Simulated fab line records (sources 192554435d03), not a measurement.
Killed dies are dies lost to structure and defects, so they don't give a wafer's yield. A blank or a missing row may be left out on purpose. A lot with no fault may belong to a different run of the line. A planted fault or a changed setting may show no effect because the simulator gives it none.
fab line records	flow n5-finfet
[record] lots = 8	wafers = 24	last-day = 17
route steps=1938 shown DUMMY_GATE@240 SD_EPI_N@275 BEOL_M4@1111 PASSIVATION@1936
lots with no fault: from the same line, run without faults
start-h: start of the lot's first displayed wafer, in hours after the record's first day	wait-h: how many hours have passed since the lot's step before this one	" identical to the entry in the row above	L1.1+2: a row that stands for several wafers	- no value, or no start given	* or withheld: withheld	< > ~ a bound
route shown NAME@n: a module of which the file shows steps, and the number in the route of the first	usual: the fault-free wafers' mean and standard deviation	same: alike in all rows	chamber/n: place in a boat	sites: the reading at each site	_std_site: standard deviation of those values	_edge_site: inner sites' mean taken away from outer sites' mean	radius-mm: how far each site lies from the wafer's centre	mask NAME#n: copy n	behind: tool/chamber where the wafer was last shaped	hold: what put the lot on hold/how long, in hours/how the hold closed	device: the n, p or np transistor that did not switch	end of line: the tests these same wafers got at the end of their route	a step without rows: its recipe alone	killed: at the first sort, the dies lost to defects and structure; wafer yield is something else	map: dies across one wafer; x = killed, . = not, _ = none there
set.NAME: the setting the step ran with; set.NAME@STEP: the setting that earlier step ran with	model.NAME: the simulator's own value behind a step, which no gauge read
a sample of lots followed through the steps of the route, with each step as a table and each wafer as a row
services: a tool's chamber out of use, with start hour (start-h, from the record's first day; less than 0 if before it), hours out, and reason
[[steps]]
[step N5_DUMMY_GATE_TRIM_49]
[recipe] chemistry = O2	resist = SOC	time-s = 29	target-cd-nm = 14	source-power-w = 300	bias-power-w = 0	O2_flow_sccm = 100	temp-c = 20
[usual] drypump-motor-current-A = 5.8/0.42	he-backside-leak-sccm = 2.8/0.33	oes-product-au = 1.002/0.014	throttle-valve-pct = 8.16/0.18
lot.wafer	tool	chamber	start-h	wait-h	drypump-motor-current-A	he-backside-leak-sccm	oes-product-au	rf-hours-counter-h	throttle-valve-pct
L745.2	rie-si-05	0	83.49	0.0	5.8	2.9	1.005	122	8.34
L745.5	"	1	"	"	5.9	2.4	0.986	-	7.83
L745.6	"	0	"	"	5.8	3.0	1.005	-	8.33
L754.1	rie-si-05	1	136.74	0.0	5.9	3.0	0.986	27	7.85
L754.3	"	3	"	"	6.7	3.1	1.001	14	8.19
L754.6	"	0	"	"	5.8	3.1	0.995	-	8.32
L755.1	rie-si-03	1	145.72	0.0	5.6	2.7	1.000	170	8.30
L755.3	"	3	"	"	5.4	2.6	0.997	135	8.16
L755.5	"	3	"	"	5.4	2.6	0.990	-	8.16
L756.1	rie-si-01	0	148.50	0.0	5.3	2.8	1.013	156	8.13
L756.5	"	1	"	"	5.6	2.9	0.964	-	8.25
L756.6	"	0	"	"	5.3	2.7	1.015	-	8.14
L758.1	rie-si-05	3	161.42	0.0	6.8	3.1	1.007	14	8.17
L758.2	"	0	"	"	5.8	3.0	1.018	124	8.34
L758.4	"	2	"	"	5.5	2.5	1.004	21	8.15
L759.2	rie-si-01	0	166.15	0.0	5.3	2.9	1.016	156	8.12
L759.4	"	2	"	"	6.2	2.6	1.029	8	8.13
L759.6	"	2	"	"	6.2	2.6	1.030	-	8.12
L760.1	rie-si-01	0	173.33	0.0	5.3	2.9	1.014	156	8.14
L760.4	"	2	"	"	6.2	2.5	1.029	9	8.13
L760.6	"	3	"	"	5.8	2.5	0.988	-	8.34
L762.3	rie-si-03	1	184.31	0.0	5.6	2.8	0.996	171	8.30
L762.4	"	2	"	"	5.4	3.2	1.017	45	7.87
L762.5	"	1	"	"	5.6	2.8	0.991	-	8.31
[step N5_DUMMY_GATE_ETCH_23]
[recipe] chemistry = HBr/Cl2/O2	HBr_flow_sccm = 150	Cl2_flow_sccm = 80	O2_flow_sccm = 12	bias-w = 102	target-depth-a = 410	time-s = 22.3	target = poly-Si	mask-material = SiO2	pressure-mtorr = 10	icp-w = 800
[usual] HBr_flow_sccm = 150.0/0.45	O2_flow_sccm = 12.00/0.035	drypump-motor-current-A = 5.8/0.38	he-backside-leak-sccm = 2.70/0.25	oes-product-au = 0.999/0.02	throttle-valve-pct = 37.19/0.27
lot.wafer	tool	chamber	start-h	wait-h	HBr_flow_sccm	O2_flow_sccm	drypump-motor-current-A	he-backside-leak-sccm	oes-product-au	rf-hours-counter-h	throttle-valve-pct
L745.2	rie-si-01	3	83.96	0.0	150.4	11.99	5.8	2.55	0.984	176	37.18
L745.5	"	3	"	"	150.3	12.03	5.8	2.62	0.994	-	37.16
L745.6	"	2	"	"	150.4	12.02	6.2	2.63	1.045	-	37.17
L754.1	rie-si-01	2	137.21	0.0	150.7	12.06	6.2	2.60	1.024	8	37.17
L754.3	"	1	"	"	150.6	12.04	5.7	2.90	0.968	94	37.50
L754.6	"	2	"	"	149.8	12.00	6.2	2.53	1.023	-	37.17
L755.1	rie-si-01	3	146.38	0.0	151.0	12.03	5.8	2.52	0.993	177	37.17
L755.3	"	0	"	"	150.1	12.01	5.3	2.82	1.006	156	37.02
L755.5	"	0	"	"	149.2	12.02	5.3	2.92	1.000	-	37.01
L756.1	rie-si-03	2	148.99	0.0	150.4	11.98	5.4	3.04	1.026	45	36.80
L756.5	"	0	"	"	150.2	12.00	5.6	2.22	0.995	-	37.73
L756.6	"	1	"	"	150.1	12.02	5.6	2.86	1.003	-	37.15
L758.1	rie-si-05	0	161.95	0.0	150.5	12.06	5.8	2.94	1.005	124	37.48
L758.2	"	2	"	"	149.8	11.99	5.5	2.53	0.996	21	37.18
L758.4	"	1	"	"	150.4	12.04	5.9	2.64	0.997	28	36.61
L759.2	rie-si-05	1	166.91	0.0	149.2	11.97	5.9	2.57	1.000	28	36.61
L759.4	"	3	"	"	150.4	12.02	6.8	2.93	1.000	14	37.30
L759.6	"	2	"	"	149.5	11.98	5.5	2.37	0.998	-	37.17
L760.1	rie-si-01	1	173.82	0.0	150.8	12.00	5.7	2.72	0.957	95	37.51
L760.4	"	2	"	"	149.8	11.95	6.2	2.65	1.032	9	37.17
L760.6	"	1	"	"	150.6	12.01	5.6	2.74	0.962	-	37.50
L762.3	rie-si-01	2	184.79	0.0	150.1	11.96	6.2	2.57	1.036	9	37.18
L762.4	"	1	"	"	149.6	12.00	5.7	2.79	0.973	95	37.50
L762.5	"	1	"	"	149.7	12.00	5.6	2.86	0.968	-	37.50
[step N5_DUMMY_GATE_STRIP_48]
[recipe] chemistry = N2/H2	time-s = 20	power-w = 100	temp-c = 40	pressure-mtorr = 100	rf-frequency-hz = 6e+07	bias-power-w = 3	n2-flow-sccm = 300	h2-flow-sccm = 300
[usual] drypump-motor-current-A = 5.6/0.46	n2-flow-sccm = 299.9/0.91	oes-product-au = 0.77/0.08	rf-vpp-V = 45.2/0.87	showerhead-plenum-p-Torr = 3.38/0.1	throttle-valve-pct = 12.20/0.26
lot.wafer	tool	chamber	start-h	wait-h	drypump-motor-current-A	n2-flow-sccm	oes-product-au	rf-hours-counter-h	rf-vpp-V	showerhead-plenum-p-Torr	throttle-valve-pct
L745.2	rie-diel-02	3	84.23	0.0	5.8	300.6	0.76	145	46.2	3.50	12.10
L745.5	"	3	"	"	5.8	301.2	0.76	-	46.6	3.50	12.13
L745.6	"	2	"	"	5.2	298.2	0.79	-	44.1	3.39	12.34
L754.1	rie-diel-03	2	137.48	0.0	4.9	300.6	0.68	248	44.3	3.46	12.56
L754.3	"	0	"	"	5.5	300.5	0.83	82	44.4	3.42	12.08
L754.6	"	2	"	"	4.8	301.1	0.68	-	47.2	3.46	12.55
L755.1	rie-diel-05	1	146.64	0.0	5.0	298.2	0.72	195	46.4	3.49	12.21
L755.3	"	3	"	"	5.5	299.3	0.76	154	46.7	3.25	12.32
L755.5	"	1	"	"	5.1	299.9	0.72	-	44.2	3.49	12.23
L756.1	rie-diel-05	0	149.25	0.0	6.4	299.6	0.68	223	46.6	3.34	12.59
L756.5	"	3	"	"	5.5	301.6	0.77	-	43.9	3.25	12.31
L756.6	"	2	"	"	6.4	297.7	0.70	-	44.1	3.22	12.56
L758.1	rie-diel-02	0	162.22	0.0	5.9	300.3	0.94	23	46.4	3.57	11.55
L758.2	"	2	"	"	5.2	300.9	0.77	157	46.5	3.38	12.38
L758.4	"	3	"	"	5.8	300.5	0.74	168	45.0	3.49	12.17
L759.2	rie-diel-03	3	167.17	0.0	5.4	299.4	0.71	191	44.6	3.35	12.23
L759.4	"	2	"	"	4.9	299.7	0.98	3	44.8	3.46	11.93
L759.6	"	1	"	"	5.5	299.0	0.81	-	44.8	3.39	11.98
L760.1	rie-diel-05	3	174.08	0.0	5.5	299.2	0.75	163	45.4	3.24	12.33
L760.4	"	0	"	"	6.5	299.6	0.69	231	46.5	3.33	12.59
L760.6	"	1	"	"	5.0	299.9	0.71	-	45.2	3.48	12.24
L762.3	rie-diel-05	1	185.05	0.0	5.1	299.2	0.71	206	43.8	3.48	12.24
L762.4	"	0	"	"	6.4	299.1	0.67	233	44.7	3.33	12.61
L762.5	"	2	"	"	6.3	299.9	0.69	-	45.6	3.21	12.58
[step N5_SD_EPI_N_ETCH_35]
[recipe] chemistry = N2/H2	target = SOC	overetch-a = 1080	mask-material = SiARC	temp-c = 40	ion-energy-ev = 100	source-w = 3000	bias-w = 133	pressure-mtorr = 20	time-s = 486	n2-flow-sccm = 200	h2-flow-sccm = 200
[usual] bias-w = 133.0/0.43	chamber-pressure-mTorr = 19.998/0.018	drypump-motor-current-A = 5.7/0.5	n2-flow-sccm = 200.0/0.6	oes-product-au = 0.69/0.074	rf-vpp-V = 240.7/1.4	showerhead-plenum-p-Torr = 2.54/0.078	throttle-valve-pct = 23.85/0.25
lot.wafer	tool	chamber	start-h	wait-h	bias-w	chamber-pressure-mTorr	drypump-motor-current-A	n2-flow-sccm	oes-product-au	rf-hours-counter-h	rf-vpp-V	showerhead-plenum-p-Torr	throttle-valve-pct
L745.2	rie-diel-04	3	86.61	0.0	133.7	19.976	5.7	200.3	0.69	151	239.1	2.43	23.53
L745.5	"	3	"	"	133.4	20.000	5.7	200.1	0.69	-	238.3	2.43	23.55
L745.6	"	0	"	"	133.3	19.984	5.6	199.6	0.64	-	241.3	2.52	24.21
L754.1	rie-diel-04	1	139.47	0.0	-	-	-	-	-	-	-	-	-
L754.3	"	3	"	"	-	-	-	-	-	-	-	-	-
L754.6	"	1	"	"	-	-	-	-	-	-	-	-	-
L755.1	rie-diel-04	1	147.89	0.0	-	-	-	-	-	-	-	-	-
L755.3	"	3	"	"	-	-	-	-	-	-	-	-	-
L755.5	"	3	"	"	-	-	-	-	-	-	-	-	-
L756.1	rie-diel-01	2	150.51	0.0	-	-	-	-	-	-	-	-	-
L756.5	"	2	"	"	-	-	-	-	-	-	-	-	-
L756.6	"	3	"	"	-	-	-	-	-	-	-	-	-
L758.1	rie-diel-01	2	163.46	0.0	132.5	20.004	5.5	199.3	0.65	170	240.8	2.53	23.69
L758.2	"	0	"	"	132.9	20.040	5.4	200.5	0.86	5	238.5	2.61	24.11
L758.4	"	2	"	"	132.1	20.027	5.5	200.5	0.65	-	240.2	2.53	23.69
L759.2	rie-diel-01	2	168.57	0.0	132.9	20.019	5.5	200.2	0.65	173	240.8	2.53	23.69
L759.4	"	0	"	"	132.6	19.975	5.4	200.1	0.85	7	240.9	2.61	24.10
L759.6	"	2	"	"	133.2	19.976	5.5	199.2	0.65	-	242.6	2.53	23.67
L760.1	rie-diel-04	2	176.00	0.0	133.4	19.989	6.5	200.8	0.86	8	242.6	2.72	23.91
L760.4	"	0	"	"	133.1	19.981	5.6	200.2	0.62	239	239.7	2.51	24.25
L760.6	"	2	"	"	133.1	19.981	6.5	200.0	0.85	-	241.6	2.72	23.91
L762.3	rie-diel-01	1	186.66	0.0	132.8	20.002	4.9	199.3	0.81	26	239.6	2.48	23.58
L762.4	"	0	"	"	132.9	19.987	5.4	198.6	0.83	13	242.4	2.61	24.11
L762.5	"	0	"	"	133.5	19.999	5.4	198.9	0.82	-	242.2	2.61	24.10
[step N5_SD_EPI_N_ETCHBACK_44]
[recipe] chemistry = CH3F/O2	mode = anisotropic-etchback	target = SiNx	target-depth-a = 145	stop-on = SiO2	over-etch-frac = 0.3	ion-energy-ev = 120	pressure-mtorr = 30	source-w = 395	bias-w = 73	Ar_flow_sccm = 150	CH3F_flow_sccm = 30	O2_flow_sccm = 20
[usual] drypump-motor-current-A = 5.7/0.49	oes_ar_750_au = 0.77/0.081	oes-product-au = 0.66/0.07	rf-vpp-V = 295.4/2.1	showerhead-plenum-p-Torr = 2.00/0.059	throttle-valve-pct = 16.39/0.24
lot.wafer	tool	chamber	start-h	wait-h	drypump-motor-current-A	oes_ar_750_au	oes-product-au	rf-hours-counter-h	rf-vpp-V	showerhead-plenum-p-Torr	throttle-valve-pct
L745.2	rie-diel-04	3	86.93	0.0	5.6	0.78	0.66	151	295.9	1.91	16.07
L745.5	"	3	"	"	5.6	0.78	0.65	-	297.7	1.91	16.09
L745.6	"	0	"	"	5.6	0.72	0.61	-	295.8	1.99	16.77
L754.1	rie-diel-04	1	139.79	0.0	5.6	0.71	0.27	200	296.1	1.98	16.28
L754.3	"	3	"	"	5.7	0.76	0.27	174	296.8	1.91	16.08
L754.6	"	1	"	"	5.6	0.71	0.27	-	297.7	1.98	16.27
L755.1	rie-diel-04	1	148.21	0.0	5.6	0.71	0.27	203	296.5	1.98	16.26
L755.3	"	3	"	"	5.6	0.75	0.28	177	298.4	1.91	16.10
L755.5	"	3	"	"	5.6	0.76	0.28	-	297.6	1.91	16.09
L756.1	rie-diel-01	2	150.83	0.0	5.5	0.73	0.27	165	297.0	2.00	16.22
L756.5	"	2	"	"	5.5	0.74	0.28	-	296.3	2.00	16.23
L756.6	"	3	"	"	5.8	0.91	0.35	-	293.9	2.04	16.12
L758.1	rie-diel-01	2	163.79	0.0	5.5	0.73	0.63	171	297.8	2.00	16.27
L758.2	"	0	"	"	5.3	0.96	0.81	5	295.3	2.05	16.44
L758.4	"	2	"	"	5.5	0.74	0.62	-	297.7	2.00	16.27
L759.2	rie-diel-01	2	168.89	0.0	5.5	0.73	0.62	173	296.2	2.00	16.29
L759.4	"	0	"	"	5.3	0.95	0.81	7	296.3	2.05	16.45
L759.6	"	2	"	"	5.5	0.73	0.62	-	296.0	2.00	16.27
L760.1	rie-diel-04	2	176.32	0.0	6.5	0.95	0.81	8	297.8	2.14	16.26
L760.4	"	0	"	"	5.6	0.70	0.59	239	293.7	1.98	16.82
L760.6	"	2	"	"	6.5	0.96	0.82	-	296.9	2.14	16.23
L762.3	rie-diel-01	1	186.98	0.0	4.8	0.90	0.77	26	294.8	1.96	16.03
L762.4	"	0	"	"	5.3	0.93	0.79	13	294.9	2.05	16.46
L762.5	"	0	"	"	5.3	0.94	0.79	-	295.4	2.05	16.46
[step N5_BEOL_M4_RC_MEAS_101]
[usual] DIBL_N = 36.4/1.5	DIBL_P = 36.6/1.9	IOFF_N = 0.155/0.021	IOFF_P = 0.211/0.028	ION_N = 671/8.6	ION_P = 462/5.8	SS_N = 71.5/0.5	SS_P = 73.4/0.58	VT_N = 250.1/2.4	VT_P = -250.1/3
lot.wafer	tool	chamber	start-h	wait-h	DIBL_N[mV/V]	DIBL_P[mV/V]	IOFF_N[nA/um]	IOFF_P[nA/um]	ION_N[uA/um]	ION_P[uA/um]	SS_N[mV/dec]	SS_P[mV/dec]	VT_N[mV]	VT_P[mV]
L745.2	prober-02	0	207.85	0.2	36.5	36.7	0.155	0.208	673	460	71.6	73.4	250.9	-250.0
L745.5	"	0	"	"	34.8	33.9	0.126	0.179	664	459	71.2	72.0	250.4	-253.1
L745.6	"	0	"	"	36.1	36.1	0.144	0.205	669	462	71.3	73.7	252.1	-252.4
L758.1	prober-01	0	280.43	0.0	36.9	37.3	0.160	0.221	665	459	71.8	73.4	252.5	-247.9
L758.2	"	0	"	"	37.9	38.5	0.186	0.218	686	461	71.9	73.7	247.3	-250.5
L758.4	"	0	"	"	37.3	37.8	0.171	0.209	677	460	71.3	73.5	247.6	-250.5
L759.2	prober-01	0	284.11	0.2	36.3	36.7	0.151	0.195	665	456	71.5	73.4	249.9	-251.6
L759.4	"	0	"	"	37.1	38.9	0.177	0.230	673	466	71.9	74.6	247.2	-249.3
L759.6	"	0	"	"	36.7	37.9	0.158	0.207	665	453	72.0	74.0	250.0	-247.9
L760.1	prober-01	0	303.81	0.0	39.8	41.7	0.233	0.282	702	480	72.2	74.6	243.9	-246.3
L760.4	"	0	"	"	39.0	41.0	0.208	0.272	686	467	72.0	74.7	247.7	-247.1
L760.6	"	0	"	"	38.5	39.3	0.171	0.232	672	463	71.9	73.8	251.6	-249.3
L762.3	prober-02	0	308.56	0.3	37.5	37.3	0.160	0.168	675	452	72.1	73.6	248.8	-257.4
L762.4	"	0	"	"	36.8	37.3	0.155	0.173	675	458	70.9	73.6	248.2	-256.5
L762.5	"	0	"	"	38.2	38.1	0.175	0.183	691	461	71.8	73.1	247.3	-256.1
[step N5_PASSIVATION_PROBE_49]
[usual] defect-limited-yield = 91.5/1.4	killed_at_M0_to_M3 = 33/10	killed_at_M4_up = 13/5	killed-at-contacts = 13/5.6	killed-at-front-end = 38/12	killed-at-other = 3.9/2.7	killed-dies = 100/16	killed-on-rim = 13/4	killed-open = 66/13	killed-short = 32/7.2	sort_bin_5_function = 5.0/0.97	sort_bin_6_memory = 3.2/0.61	sort-n-pass = 1080/16	sort-yield-pct = 91.5/1.4
[same] gross-dies = 1180	killed-at-back-side = 0	sort_bin_4_leakage[%] = 0	sort_bin_8_speed[%] = 0
lot.wafer	tool	chamber	start-h	wait-h	defect-limited-yield[%]	killed_at_M0_to_M3	killed_at_M4_up	killed-at-contacts	killed-at-front-end	killed-at-other	killed-dies	killed-on-rim	killed-open	killed-short	sort_bin_5_function[%]	sort_bin_6_memory[%]	sort-n-pass	sort-yield-pct[%]
L754.1	prober-02	-	356.75	0.0	0	29	19	18	1114	0	1180	152	54	33	97.2	2.5	0	0
L754.3	prober-02	-	356.85	0.1	0	52	13	12	1100	3	1180	152	74	29	96.8	3.0	0	0
L754.6	prober-02	-	357.00	0.3	0	35	6	8	1128	3	1180	152	71	20	97.4	2.5	0	0
L755.1	prober-02	-	377.93	0.0	0	33	9	5	1129	4	1180	152	54	38	96.9	2.8	0	0
L755.3	prober-02	-	378.03	0.1	0	13	7	7	1151	2	1180	152	61	36	96.5	3.1	0	0
L755.5	prober-02	-	378.13	0.2	0	29	12	13	1120	6	1180	152	83	34	96.4	3.1	0	0
L756.1	prober-01	-	379.30	0.0	0	29	8	26	1108	9	1180	152	77	25	96.5	3.5	0	0
L756.5	prober-01	-	379.50	0.2	0	45	6	9	1114	6	1180	152	51	29	97.2	2.5	0	0
L756.6	prober-01	-	379.55	0.3	0	44	11	17	1100	8	1180	152	66	41	95.8	3.9	0	0
// killed by level:class
L754.1 SD_EPI_N:area-etch=1093 MOL_CONTACT_COAG:geometric-particle:open=10 BEOL_M4:geometric-particle:open=9 MOL_CONTACT_COAG:geometric-particle:short=8 BEOL_M3:geometric-particle:open=8 FIN_SAQP:geometric-particle:open=4 BEOL_M0_SAQP:geometric-particle:short=4 BEOL_M2:geometric-particle:short=4
L754.3 SD_EPI_N:area-etch=1076 BEOL_M0_SAQP:geometric-particle:short=12 BEOL_M3:geometric-particle:open=11 MOL_CONTACT_COAG:geometric-particle:open=9 BEOL_M2:geometric-particle:open=8 BEOL_M0_SAQP:geometric-particle:open=6 BEOL_M4:geometric-particle:open=6 DUMMY_GATE:geometric-particle:open=5
L754.6 SD_EPI_N:area-etch=1089 STI_FIN_REVEAL:geometric-particle:open=11 BEOL_M1:geometric-particle:open=10 FIN_SAQP:geometric-particle:short=9 BEOL_M0_SAQP:geometric-particle:open=9 FIN_SAQP:geometric-particle:open=8 MOL_CONTACT_COAG:geometric-particle:open=8 BEOL_M2:geometric-particle:open=7
L755.1 SD_EPI_N:area-etch=1085 FIN_SAQP:geometric-particle:short=13 BEOL_M0_SAQP:geometric-particle:short=11 BEOL_M0_SAQP:geometric-particle:open=10 FIN_SAQP:geometric-particle:open=7 DUMMY_GATE:geometric-particle:open=6 BEOL_M2:geometric-particle:open=6 BEOL_M4:geometric-particle:open=4
L755.3 SD_EPI_N:area-etch=1081 FIN_SAQP:geometric-particle:open=22 FIN_SAQP:geometric-particle:short=8 DUMMY_GATE:geometric-particle:open=7 GATE_CUT:geometric-particle:short=5 BEOL_M0_SAQP:geometric-particle:short=5 STI_FIN_REVEAL:geometric-particle:open=4 MOL_CONTACT_COAG:geometric-particle:open=4
L755.5 SD_EPI_N:area-etch=1062 FIN_SAQP:geometric-particle:open=15 MOL_CONTACT_COAG:geometric-particle:open=11 BEOL_M0_SAQP:geometric-particle:open=8 BEOL_M0_SAQP:geometric-particle:short=7 FIN_SAQP:geometric-particle:short=6 DUMMY_GATE:geometric-particle:open=6 BEOL_M4:geometric-particle:open=6
L756.1 SD_EPI_N:area-etch=1076 MOL_CONTACT_COAG:geometric-particle:open=24 STI_FIN_REVEAL:geometric-particle:open=16 BEOL_M0_SAQP:geometric-particle:open=8 BEOL_M0_SAQP:geometric-particle:short=7 BEOL_M1:geometric-particle:open=5 DUMMY_GATE:geometric-particle:open=5 BEOL_M2:geometric-particle:short=3
L756.5 SD_EPI_N:area-etch=1099 BEOL_M1:geometric-particle:open=17 BEOL_M0_SAQP:geometric-particle:short=9 MOL_CONTACT_COAG:geometric-particle:open=6 BEOL_M0_SAQP:geometric-particle:open=5 DUMMY_GATE:geometric-particle:open=4 BEOL_M1:geometric-particle:short=4 MOL_CONTACT_COAG:geometric-particle:short=3
L756.6 SD_EPI_N:area-etch=1068 BEOL_M1:geometric-particle:open=17 MOL_CONTACT_COAG:geometric-particle:open=15 BEOL_M0_SAQP:geometric-particle:short=12 GATE_CUT:geometric-particle:short=6 DUMMY_GATE:geometric-particle:open=5 BEOL_M2:geometric-particle:open=5 STARTING-WAFER:geometric-particle:short=4
[[services]]
tool	chamber	start-h	hours	kind
rie-diel-03	1	71.18	4.8	repair
rie-diel-05	1	79.88	4.9	repair
rie-diel-01	3	80.03	-	clean
rie-diel-01	3	80.03	-	consumable-replace:focus-ring
rie-diel-01	3	80.03	17.7	scheduled-down
rie-diel-01	3	80.03	17.7	vent-cycle
rie-si-03	1	83.98	27.1	repair
rie-diel-01	1	86.89	2.2	repair
rie-diel-01	-	104.58	0.5	repair
rie-diel-01	1	107.44	-	clean
rie-diel-01	1	107.44	-	consumable-replace:focus-ring
rie-diel-01	1	107.44	16.2	scheduled-down
rie-diel-01	1	107.44	16.2	vent-cycle
rie-si-01	2	108.49	2.1	repair
rie-diel-02	1	110.06	6.0	repair
rie-si-01	1	119.99	5.5	repair
rie-diel-01	0	128.57	-	clean
rie-diel-01	0	128.57	-	consumable-replace:focus-ring
rie-si-05	1	129.49	1.0	repair
rie-diel-03	-	130.92	0.7	repair
rie-si-05	-	135.91	0.4	repair
rie-diel-02	-	140.34	0.4	repair
rie-diel-03	1	149.89	4.6	repair
rie-si-03	0	150.46	5.1	repair
[[key]]
[first-sign] step = N5_SD_EPI_N_ETCH_35	reading = tool-record	direction = missing
[effect] step = N5_SD_EPI_N_ETCHBACK_44	reading = oes-product-au	direction = down	sigmas = 5.4	usual = 0.66	struck = 0.28
[effect] step = N5_PASSIVATION_PROBE_49	reading = sort_bin_5_function	direction = up	sigmas = 95	usual = 5.0	struck = 96.7
[more-kills-born-at] N5_SD_EPI_N_ETCH_35@rie-diel-04 = 6486	N5_SD_EPI_N_ETCH_35@rie-diel-01 = 3243
met-at N5_SD_EPI_N_ETCH_35
struck-lots L754,L755,L756
later-rows-left-out L754.1,L754.3,L754.6,L755.1,L755.3,L755.5,L756.1,L756.5,L756.6
not-acting-at N5_DUMMY_GATE_TRIM_49,N5_DUMMY_GATE_ETCH_23,N5_DUMMY_GATE_STRIP_48
onset-between 86.61 139.47
[fault] kind = skipped-step-whole	tool = rie-diel-01,rie-diel-04	chamber = -	onset-h = 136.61	steps = N5_SD_EPI_N_ETCH_35	scope = struck-lots-only
// later-rows-left-out: the simulator's readings of these wafers behind a module that went badly wrong aren't trusted and aren't shown, but for the sort
